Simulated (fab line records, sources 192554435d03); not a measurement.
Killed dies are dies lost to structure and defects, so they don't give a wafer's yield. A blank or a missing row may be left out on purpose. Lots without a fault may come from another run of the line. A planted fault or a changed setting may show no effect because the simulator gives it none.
fab line records | flow n5_finfet
record lots=7 wafers=21
route steps=1938 shown BEOL_M4@1037 BEOL_M5@1139 BEOL_M6@1224 BEOL_M7@1263
start_h: hours from the record's first day to the start of the lot's first wafer shown | wait_h: hours since the lot's step before | " the same as in the row above | L1.1+2: a row that stands for several wafers | - no value, or no start given | * or withheld: withheld | < > ~ a bound
route shown NAME@n: a module of which the file shows steps, and the number in the route of the first | usual: mean/standard deviation of fault-free wafers | same: alike in all rows | chamber/n: place in a boat | sites: the reading at each site | _std_site: their standard deviation | _edge_site: outer sites' mean less inner sites' | radius_mm: how far each site lies from the wafer's centre | mask NAME#n: copy n | behind: the tool/chamber that last shaped the wafer | hold: why the lot was held/for how many hours/how that ended | device: the transistor (n, p or np) that didn't switch | end of line: the same wafers' tests at the end of the route | a step without rows: its recipe alone | killed: dies lost to structure and defects at the first sort, not the wafer's yield | map: a wafer's dies, x killed, . not, _ none there
set.NAME: the setting as run; set.NAME@STEP: as run at that earlier step | model.NAME: the simulator's own value behind a step, which no gauge read
lots whose settings were changed on purpose; a table a step, a row a wafer
## steps
# step N5_BEOL_M4_DESCUM_16
# recipe chemistry=O2 time_s=7 source_power_w=50 bias_power_w=20 pressure_mtorr=20 rf_frequency_hz=2.712e+07 temp_c=40 resist=CAR-EUV o2_flow_sccm=225
# columns lot.wafer tool chamber start_h wait_h set.time_s model.CAR-EUV_of_BEOL_M4_COAT_05.thk_nm
L074.2 rie_diel-02 1 163.20 0.5 7 26
L074.4 " 0 " " 5.788 26.8
L074.6 " 0 " " 7 26.2
L084.3+4 rie_diel-02 0,2 223.74 0.1 7 26.2
L084.5 " 1 " " 7 26
L085.1+4 rie_diel-01 1,3 234.37 0.0 7 26
L085.3 " 2 " " 7 26.2
L086.2 rie_diel-02 1 239.33 0.0 7 26
L086.5+6 " 1,2 " " 7.96 25.4
L089.2+5 rie_diel-02 3,0 250.57 0.0 7 26.2
L089.6 " 1 " " 7 26
L090.1+2+6 rie_diel-02 3,0,2 255.16 0.0 7 26.2
L093.1 rie_diel-02 2 275.66 0.0 7 26.2
L093.2+5 " 1 " " 7 26
# step N5_BEOL_M4_ETCH_74
# recipe chemistry=N2/H2 target=underlayer target_depth_a=65 mask_material=CAR-EUV time_s=5.2 ion_energy_ev=200 pressure_mtorr=30 source_w=840 bias_w=150 n2_flow_sccm=200 h2_flow_sccm=200 ends=cleared
# columns lot.wafer tool chamber start_h wait_h set.time_s@BEOL_M4_DESCUM_16 model.CAR-EUV_of_BEOL_M4_COAT_05.thk_nm
L074.2+6 rie_diel-02 1,0 163.23 0.0 7 20.4
L074.4 " 0 " " 5.788 21
L084.3+4+5 rie_diel-02 0,2,1 223.77 0.0 7 20.4
L085.1+3+4 rie_diel-01 1,2,3 234.40 0.0 7 20.4
L086.2 rie_diel-02 1 239.37 0.0 7 20.2
L086.5 " 1 " " 7.96 19.6
L086.6 " 2 " " 7.96 19.8
L089.2+5 rie_diel-02 3,0 250.60 0.0 7 20.4
L089.6 " 1 " " 7 20.2
L090.1+2+6 rie_diel-02 3,0,2 255.20 0.0 7 20.4
L093.1+2 rie_diel-02 2,1 275.70 0.0 7 20.4
L093.5 " 1 " " 7 20.2
# step N5_BEOL_M4_ETCH_63
# recipe chemistry=CF4 target=SiARC target_depth_a=156 mask_material=CAR-EUV time_s=26 ion_energy_ev=80 pressure_mtorr=40 source_w=545 bias_w=36 Ar_flow_sccm=100 cf4_flow_sccm=100 ends=cleared
# columns lot.wafer tool chamber start_h wait_h set.time_s@BEOL_M4_DESCUM_16 model.CAR-EUV_of_BEOL_M4_COAT_05.thk_nm
L074.2 rie_diel-02 1 163.25 0.0 7 11
L074.4 " 0 " " 5.788 11.8
L074.6 " 0 " " 7 11.2
L084.3+4+5 rie_diel-02 0,2,1 223.79 0.0 7 11.2
L085.1+3+4 rie_diel-01 1,2,3 234.42 0.0 7 11.2
L086.2 rie_diel-02 1 239.38 0.0 7 11
L086.5 " 1 " " 7.96 10.4
L086.6 " 2 " " 7.96 10.6
L089.2+5 rie_diel-02 3,0 250.62 0.0 7 11.2
L089.6 " 1 " " 7 11
L090.1+2+6 rie_diel-02 3,0,2 255.22 0.0 7 11.2
L093.1 rie_diel-02 2 275.71 0.0 7 11.2
L093.2+5 " 1 " " 7 11
# step N5_BEOL_M4_ETCH_64
# recipe chemistry=N2/H2 target=SOC target_depth_a=750 overetch_a=225 mask_material=SiARC temp_c=40 time_s=121.9 ion_energy_ev=200 pressure_mtorr=30 source_w=840 bias_w=150 n2_flow_sccm=200 h2_flow_sccm=200
# usual rf_vpp_V=523.9/1.9
# columns lot.wafer tool chamber start_h wait_h set.bias_w rf_vpp_V model.SiARC_of_BEOL_M4_COAT_62.thk_nm
L074.2 rie_diel-02 1 163.28 0.0 150 523.2 6.4
L074.4 " 0 " " 142.7 508.0 6.8
L074.6 " 0 " " 142.7 508.4 6.8
L084.3 rie_diel-02 0 223.82 0.0 150 526.5 6.6
L084.4 " 2 " " 150 526.1 6.4
L084.5 " 1 " " 150 524.6 6.4
L085.1 rie_diel-01 1 234.45 0.0 150 525.7 6.2
L085.3 " 2 " " 150 520.2 6.6
L085.4 " 3 " " 129.8 479.2 7.4
L086.2 rie_diel-02 1 239.41 0.0 150 522.5 6.4
L086.5 " 1 " " 150 523.3 6.4
L086.6 " 2 " " 150 526.3 6.4
L089.2 rie_diel-02 3 250.65 0.0 150 524.3 6.4
L089.5 " 0 " " 150 525.3 6.4
L089.6 " 1 " " 126.3 470.8 7.6
L090.1 rie_diel-02 3 255.24 0.0 150 523.5 6.4
L090.2 " 0 " " 150 524.7 6.6
L090.6 " 2 " " 150 527.6 6.4
L093.1 rie_diel-02 2 275.74 0.0 150 527.4 6.4
L093.2 " 1 " " 150 522.8 6.4
L093.5 " 1 " " 150 524.1 6.4
# step N5_BEOL_M5_COAT_65
# recipe resist=SOC temp_c=250 time_s=60 spin_rpm=1500 resist_thk_nm=60
# columns lot.wafer tool chamber start_h wait_h set.spin_rpm model.SOC_of_BEOL_M5_COAT_65.thk_nm
L074.2 litho_track-02 0 182.11 1.6 1564 59
L074.4 " 0 " " 1564 58.8
L074.6 " 0 " " 1500 59.8
L084.3+4 litho_track-03 0 240.32 0.4 1500 59.8
L084.5 " 0 " " 1500 59.6
L085.1 litho_track-03 0 252.64 1.5 1617 57.6
L085.3 " 0 " " 1500 59.8
L085.4 " 0 " " 1617 57.4
L086.2+5+6 litho_track-03 0 257.13 2.1 1500 59.8
L089.2 litho_track-03 0 264.88 1.6 1567 58.6
L089.5+6 " 0 " " 1500 59.6
L090.1+2+6 litho_track-03 0 279.24 0.0 1500 59.8
L093.1+5 litho_track-04 0 288.96 1.0 1500 59.8
L093.2 " 0 " " 1500 60
# step N5_BEOL_M5_COAT_74
# recipe resist=underlayer temp_c=205 time_s=60 spin_rpm=1500 resist_thk_nm=5
# columns lot.wafer tool chamber start_h wait_h set.spin_rpm
L074.2+6 litho_track-02 0 - - 1583
L074.4 " 0 " " 1500
L084.3+4+5 litho_track-03 0 - - 1500
L085.1+4 litho_track-03 0 - - 1500
L085.3 " 0 " " 1575
L086.2 litho_track-03 0 - - 1651
L086.5+6 " 0 " " 1500
L089.2 litho_track-03 0 - - 1648
L089.5+6 " 0 " " 1500
L090.1+2+6 litho_track-03 0 - - 1500
L093.1+2+5 litho_track-04 0 - - 1500
# step N5_BEOL_M5_COAT_22
# recipe resist=CAR-EUV spin_rpm=1500 resist_thk_nm=30
# step N5_BEOL_M5_EBR_24
# recipe solvent=PGMEA ebr_width_mm=1.5
# step N5_BEOL_M5_DESCUM_33
# recipe chemistry=O2 time_s=7 source_power_w=50 bias_power_w=20 pressure_mtorr=20 rf_frequency_hz=2.712e+07 temp_c=40 resist=CAR-EUV o2_flow_sccm=225
# step N5_BEOL_M5_ETCH_75
# recipe chemistry=N2/H2 target=underlayer target_depth_a=65 mask_material=CAR-EUV time_s=5.2 ion_energy_ev=200 pressure_mtorr=30 source_w=840 bias_w=150 n2_flow_sccm=200 h2_flow_sccm=200 ends=cleared
# columns lot.wafer tool chamber start_h wait_h set.spin_rpm@BEOL_M5_COAT_74 model.etch.depth_nm
L074.2 rie_diel-06 1 182.93 0.0 1583 4.87
L074.4 " 0 " " 1500 5.002
L074.6 " 1 " " 1583 4.864
L084.3 rie_diel-03 0 240.76 0.0 1500 5.013
L084.4 " 2 " " 1500 4.995
L084.5 " 0 " " 1500 5.002
L085.1 rie_diel-06 1 253.28 0.0 1500 4.99
L085.3 " 2 " " 1575 4.882
L085.4 " 0 " " 1500 5
L086.2 rie_diel-03 1 257.68 0.0 1651 4.789
L086.5 " 2 " " 1500 5.001
L086.6 " 3 " " 1500 5.009
L089.2 rie_diel-06 2 265.44 0.0 1648 4.757
L089.5 " 0 " " 1500 5
L089.6 " 3 " " 1500 4.999
L090.1 rie_diel-06 1 280.09 0.0 1500 4.998
L090.2 " 3 " " 1500 4.989
L090.6 " 0 " " 1500 5.01
L093.1 rie_diel-06 0 290.29 0.0 1500 5.01
L093.2 " 2 " " 1500 5.026
L093.5 " 0 " " 1500 5.021
# step N5_BEOL_M5_ETCH_67
# recipe chemistry=CF4 target=SiARC target_depth_a=156 mask_material=CAR-EUV time_s=26 ion_energy_ev=80 pressure_mtorr=40 source_w=545 bias_w=36 Ar_flow_sccm=100 cf4_flow_sccm=100 ends=cleared
# step N5_BEOL_M5_ETCH_68
# recipe chemistry=N2/H2 target=SOC target_depth_a=800 overetch_a=160 mask_material=SiARC temp_c=40 time_s=120 ion_energy_ev=200 pressure_mtorr=30 source_w=840 bias_w=150 n2_flow_sccm=200 h2_flow_sccm=200
# columns lot.wafer tool chamber start_h wait_h set.spin_rpm@BEOL_M5_COAT_65 model.etch.depth_nm
L074.2 rie_diel-06 1 182.98 0.0 1564 58.92
L074.4 " 0 " " 1564 58.89
L074.6 " 1 " " 1500 59.79
L084.3 rie_diel-03 0 240.80 0.0 1500 59.87
L084.4 " 2 " " 1500 59.84
L084.5 " 0 " " 1500 59.68
L085.1 rie_diel-06 1 253.33 0.0 1617 57.56
L085.3 " 2 " " 1500 59.77
L085.4 " 0 " " 1617 57.39
L086.2 rie_diel-03 1 257.73 0.0 1500 59.81
L086.5 " 2 " " 1500 59.82
L086.6 " 3 " " 1500 59.85
L089.2 rie_diel-06 2 265.49 0.0 1567 58.62
L089.5 " 0 " " 1500 59.69
L089.6 " 3 " " 1500 59.66
L090.1+2 rie_diel-06 1,3 280.14 0.0 1500 59.77
L090.6 " 0 " " 1500 59.84
L093.1 rie_diel-06 0 290.33 0.0 1500 59.85
L093.2 " 2 " " 1500 59.93
L093.5 " 0 " " 1500 59.72
# step N5_BEOL_M6_EXPOSE_25
# recipe mask_id=V5 na=0.33 source_shape=annular sigma_inner=0.4 sigma_outer=0.8 polarization=unpolarized target_cd_nm=40 dose_mj=45
# columns lot.wafer tool chamber start_h wait_h mask set.dose_mj
L074.2+4 euv_scanner-01 0 194.80 - V5#0 43.82
L074.6 " 0 " " V5#0 45
L084.3+5 euv_scanner-01 0 252.83 - V5#0 45
L084.4 " 0 " " V5#0 43.21
L085.1+3 euv_scanner-01 0 265.01 - V5#0 45
L085.4 " 0 " " V5#0 42.54
L086.2+5+6 euv_scanner-02 0 268.94 - V5#0 45
L089.2+5 euv_scanner-02 0 275.62 - V5#0 45.95
L089.6 " 0 " " V5#0 45
L090.1+2+6 euv_scanner-01 0 293.85 - V5#0 45
L093.1+2+5 euv_scanner-02 0 301.91 - V5#0 45
# step N5_BEOL_M6_PEB_26
# recipe peb_temp_c=100 peb_time_s=60 resist=CAR-EUV
# step N5_BEOL_M6_DEVELOP_27
# recipe develop_time_s=30 developer=TMAH resist=CAR-EUV rinse_liquid=surfactant_rinse dry=air_spin dev_temp_c=23
# step N5_BEOL_M6_CD_MEAS_28
# recipe target_cd_nm=40 landing_energy_ev=500 detector=se_inlens
# usual cd_nm=40.02/0.23
# columns lot.wafer tool chamber start_h wait_h set.dose_mj@BEOL_M6_EXPOSE_25 cd_nm
L074.2 cd_sem-01 0 194.92 - 43.82 39.31
L074.4 " 0 " " 43.82 39.52
L074.6 " 0 " " 45 39.90
L084.3 cd_sem-02 0 252.95 - 45 40.05
L084.4 " 0 " " 43.21 39.09
L084.5 " 0 " " 45 39.79
L085.1 cd_sem-02 0 265.15 - 45 40.26
L085.3 " 0 " " 45 40.09
L085.4 " 0 " " 42.54 38.77
L086.2 cd_sem-02 0 269.07 - 45 40.07
L086.5 " 0 " " 45 40.04
L086.6 " 0 " " 45 40.11
L089.2 cd_sem-03 0 275.75 - 45.95 40.55
L089.5 " 0 " " 45.95 39.68
L089.6 " 0 " " 45 39.71
L090.1 cd_sem-01 0 293.99 - 45 39.96
L090.2 " 0 " " 45 39.95
L090.6 " 0 " " 45 40.29
L093.1 cd_sem-02 0 302.04 - 45 40.30
L093.2 " 0 " " 45 40.35
L093.5 " 0 " " 45 40.29
# step N5_BEOL_M6_DESCUM_33
# recipe chemistry=O2 time_s=7 source_power_w=50 bias_power_w=20 pressure_mtorr=20 rf_frequency_hz=2.712e+07 temp_c=40 resist=CAR-EUV o2_flow_sccm=225
# columns lot.wafer tool chamber start_h wait_h set.dose_mj@BEOL_M6_EXPOSE_25 model.BEOL_M6.cd_nm
L074.2 rie_diel-02 1 195.23 0.2 43.82 39.4
L074.4 " 2 " " 43.82 39.6
L074.6 " 2 " " 45 40
L084.3+5 rie_diel-02 2,1 253.26 0.2 45 40.2
L084.4 " 3 " " 43.21 39
L085.1 rie_diel-02 1 265.33 0.1 45 40.2
L085.3 " 3 " " 45 39.8
L085.4 " 0 " " 42.54 38.8
L086.2+5+6 rie_diel-04 3,2,3 269.19 0.0 45 40
L089.2 rie_diel-04 3 275.87 0.0 45.95 40.4
L089.5 " 2 " " 45.95 40.2
L089.6 " 3 " " 45 39.8
L090.1+6 rie_diel-04 1,0 294.73 0.7 45 39.8
L090.2 " 3 " " 45 40
L093.1+2+5 rie_diel-04 1,0,0 302.16 0.0 45 40.2
# step N5_BEOL_M6_ETCH_72
# recipe chemistry=N2/H2 target=underlayer target_depth_a=65 mask_material=CAR-EUV time_s=5.2 ion_energy_ev=200 pressure_mtorr=30 source_w=840 bias_w=150 n2_flow_sccm=200 h2_flow_sccm=200 ends=cleared
# columns lot.wafer tool chamber start_h wait_h set.dose_mj@BEOL_M6_EXPOSE_25 model.BEOL_M6.cd_nm
L074.2 rie_diel-02 1 195.26 0.0 43.82 39.4
L074.4 " 2 " " 43.82 39.6
L074.6 " 2 " " 45 40
L084.3+5 rie_diel-02 2,1 253.29 0.0 45 40.2
L084.4 " 3 " " 43.21 38.8
L085.1 rie_diel-02 1 265.37 0.0 45 40
L085.3 " 3 " " 45 39.8
L085.4 " 0 " " 42.54 38.6
L086.2+5 rie_diel-04 3,2 269.23 0.0 45 40
L086.6 " 3 " " 45 40.2
L089.2 rie_diel-04 3 275.91 0.0 45.95 40.6
L089.5 " 2 " " 45.95 40.2
L089.6 " 3 " " 45 39.8
L090.1+6 rie_diel-04 1,0 294.77 0.0 45 39.8
L090.2 " 3 " " 45 40.2
L093.1+2+5 rie_diel-04 1,0,0 302.20 0.0 45 40.2
# step N5_BEOL_M6_ETCH_65
# recipe chemistry=CF4 target=SiARC target_depth_a=156 mask_material=CAR-EUV time_s=26 ion_energy_ev=80 pressure_mtorr=40 source_w=545 bias_w=36 Ar_flow_sccm=100 cf4_flow_sccm=100 ends=cleared
# columns lot.wafer tool chamber start_h wait_h set.dose_mj@BEOL_M6_EXPOSE_25 model.BEOL_M6.cd_nm
L074.2 rie_diel-02 1 195.28 0.0 43.82 39.4
L074.4 " 2 " " 43.82 39.6
L074.6 " 2 " " 45 40.2
L084.3+5 rie_diel-02 2,1 253.31 0.0 45 40.2
L084.4 " 3 " " 43.21 38.8
L085.1 rie_diel-02 1 265.38 0.0 45 40
L085.3 " 3 " " 45 39.8
L085.4 " 0 " " 42.54 38.8
L086.2+5+6 rie_diel-04 3,2,3 269.24 0.0 45 40
L089.2 rie_diel-04 3 275.92 0.0 45.95 40.4
L089.5 " 2 " " 45.95 40.2
L089.6 " 3 " " 45 39.8
L090.1 rie_diel-04 1 294.78 0.0 45 39.8
L090.2+6 " 3,0 " " 45 40
L093.1+2 rie_diel-04 1,0 302.21 0.0 45 40.2
L093.5 " 0 " " 45 40.4
# step N5_BEOL_M7_ILD_DEP_00
# recipe material=SiCOH_lowk target_thk_a=1797.5 temp_c=300 precursor=DEMS/porogen pressure_torr=5 rf_w=500 time_s=33.4
# columns lot.wafer tool chamber start_h wait_h set.time_s model.SiCOH_lowk_of_BEOL_M7_ILD_DEP_00.thk_nm
L074.2 pecvd-03 2 199.99 0.0 33.4 177.4
L074.4 " 1 " " 33.4 183.8
L074.6 " 0 " " 33.4 181.2
L084.3 pecvd-03 0 256.42 0.0 28.81 153.4
L084.4 " 1 " " 33.4 183.6
L084.5 " 0 " " 28.81 155.2
L085.1 pecvd-03 0 268.55 0.0 33.4 179.8
L085.3 " 2 " " 31.57 167.8
L085.4 " 2 " " 33.4 178.4
L086.2 pecvd-03 0 272.35 0.0 33.4 177.4
L086.5 " 2 " " 33.4 177
L086.6 " 0 " " 33.4 179.2
L089.2 pecvd-02 1 278.69 0.0 33.4 176.6
L089.5 " 1 " " 34.69 185.2
L089.6 " 0 " " 33.4 183
L090.1 pecvd-03 0 298.28 0.0 31.22 166.8
L090.2 " 2 " " 33.4 178
L090.6 " 1 " " 31.22 170.6
L093.1 pecvd-03 0 305.20 0.0 33.4 175.2
L093.2 " 1 " " 33.4 178.8
L093.5 " 2 " " 33.4 179.8
# step N5_BEOL_M7_CURE_74
# recipe temp_c=385 time_s=240 ambient=He/Ar material=SiCOH_lowk
# columns lot.wafer tool chamber start_h wait_h set.time_s@BEOL_M7_ILD_DEP_00 model.SiCOH_lowk_of_BEOL_M7_ILD_DEP_00.thk_nm
L074.2 uv_cure-03 1 200.14 0.1 33.4 152.8
L074.4 " 1 " " 33.4 158.6
L074.6 " 1 " " 33.4 156.2
L084.3 uv_cure-01 0 256.64 0.2 28.81 132
L084.4 " 0 " " 33.4 158.4
L084.5 " 0 " " 28.81 133.6
L085.1 uv_cure-02 1 268.62 0.0 33.4 155
L085.3 " 1 " " 31.57 144.6
L085.4 " 1 " " 33.4 153.8
L086.2 uv_cure-01 0 272.57 0.2 33.4 153
L086.5 " 0 " " 33.4 152.6
L086.6 " 0 " " 33.4 154.6
L089.2 uv_cure-02 1 278.83 0.1 33.4 152.2
L089.5 " 1 " " 34.69 159.8
L089.6 " 1 " " 33.4 158
L090.1 uv_cure-03 0 298.34 0.0 31.22 143.8
L090.2 " 0 " " 33.4 153.4
L090.6 " 0 " " 31.22 147
L093.1 uv_cure-03 0 305.26 0.0 33.4 151
L093.2 " 0 " " 33.4 154
L093.5 " 0 " " 33.4 155
# step N5_BEOL_M7_THK_MEAS_01
# recipe reads=SiCOH_lowk_of_BEOL_M7_ILD_DEP_00
# usual M7_ILD_THK=155.0/2.2
# columns lot.wafer tool chamber start_h wait_h set.time_s@BEOL_M7_ILD_DEP_00 M7_ILD_THK[nm]
L074.2 film_metro-02 - 200.57 0.4 33.4 152.8
L074.4 " - " " 33.4 158.6
L074.6 " - " " 33.4 156.4
L084.3 film_metro-01 - 256.99 0.3 28.81 132.1
L084.4 " - " " 33.4 158.4
L084.5 " - " " 28.81 133.7
L085.1 film_metro-02 - 269.13 0.4 33.4 154.9
L085.3 " - " " 31.57 144.5
L085.4 " - " " 33.4 154.0
L086.2 film_metro-02 - 273.41 0.7 33.4 152.9
L086.5 " - " " 33.4 152.6
L086.6 " - " " 33.4 154.5
L089.2 film_metro-02 - 279.27 0.4 33.4 152.2
L089.5 " - " " 34.69 159.9
L089.6 " - " " 33.4 157.9
L090.1 film_metro-01 - 298.85 0.4 31.22 143.6
L090.2 " - " " 33.4 153.4
L090.6 " - " " 31.22 146.9
L093.1 film_metro-02 - 305.77 0.4 33.4 151.1
L093.2 " - " " 33.4 154.1
L093.5 " - " " 33.4 155.1
## key
split step=N5_BEOL_M4_DESCUM_16 setting=time_s stated=7 by=wafer
response step=N5_BEOL_M4_DESCUM_16 reading=model.CAR-EUV_of_BEOL_M4_COAT_05.thk_nm change=-0.0417 per=1% r=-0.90
response step=N5_BEOL_M4_ETCH_74 reading=model.CAR-EUV_of_BEOL_M4_COAT_05.thk_nm change=-0.0353 per=1% r=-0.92
response step=N5_BEOL_M4_ETCH_63 reading=model.CAR-EUV_of_BEOL_M4_COAT_05.thk_nm change=-0.0389 per=1% r=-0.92
split step=N5_BEOL_M4_ETCH_64 setting=bias_w stated=150 by=wafer
response step=N5_BEOL_M4_ETCH_64 reading=rf_vpp_V change=+3.33 per=1% r=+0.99
response step=N5_BEOL_M4_ETCH_64 reading=model.SiARC_of_BEOL_M4_COAT_62.thk_nm change=-0.0756 per=1% r=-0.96
split step=N5_BEOL_M5_COAT_65 setting=spin_rpm stated=1500 by=wafer
response step=N5_BEOL_M5_COAT_65 reading=model.SOC_of_BEOL_M5_COAT_65.thk_nm change=-0.265 per=1% r=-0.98
response step=N5_BEOL_M5_ETCH_68 reading=model.etch.depth_nm change=-0.266 per=1% r=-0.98
split step=N5_BEOL_M5_COAT_74 setting=spin_rpm stated=1500 by=wafer
response step=N5_BEOL_M5_ETCH_75 reading=model.etch.depth_nm change=-0.0232 per=1% r=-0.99
split step=N5_BEOL_M6_EXPOSE_25 setting=dose_mj stated=45 by=wafer
response step=N5_BEOL_M6_CD_MEAS_28 reading=cd_nm change=+0.23 per=1% r=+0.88
response step=N5_BEOL_M6_DESCUM_33 reading=model.BEOL_M6.cd_nm change=+0.24 per=1% r=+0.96
response step=N5_BEOL_M6_ETCH_72 reading=model.BEOL_M6.cd_nm change=+0.267 per=1% r=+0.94
response step=N5_BEOL_M6_ETCH_65 reading=model.BEOL_M6.cd_nm change=+0.254 per=1% r=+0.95
split step=N5_BEOL_M7_ILD_DEP_00 setting=time_s stated=33.4 by=wafer
response step=N5_BEOL_M7_ILD_DEP_00 reading=model.SiCOH_lowk_of_BEOL_M7_ILD_DEP_00.thk_nm change=+1.98 per=1% r=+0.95
response step=N5_BEOL_M7_CURE_74 reading=model.SiCOH_lowk_of_BEOL_M7_ILD_DEP_00.thk_nm change=+1.72 per=1% r=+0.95
response step=N5_BEOL_M7_THK_MEAS_01 reading=M7_ILD_THK change=+1.73 per=1% r=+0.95
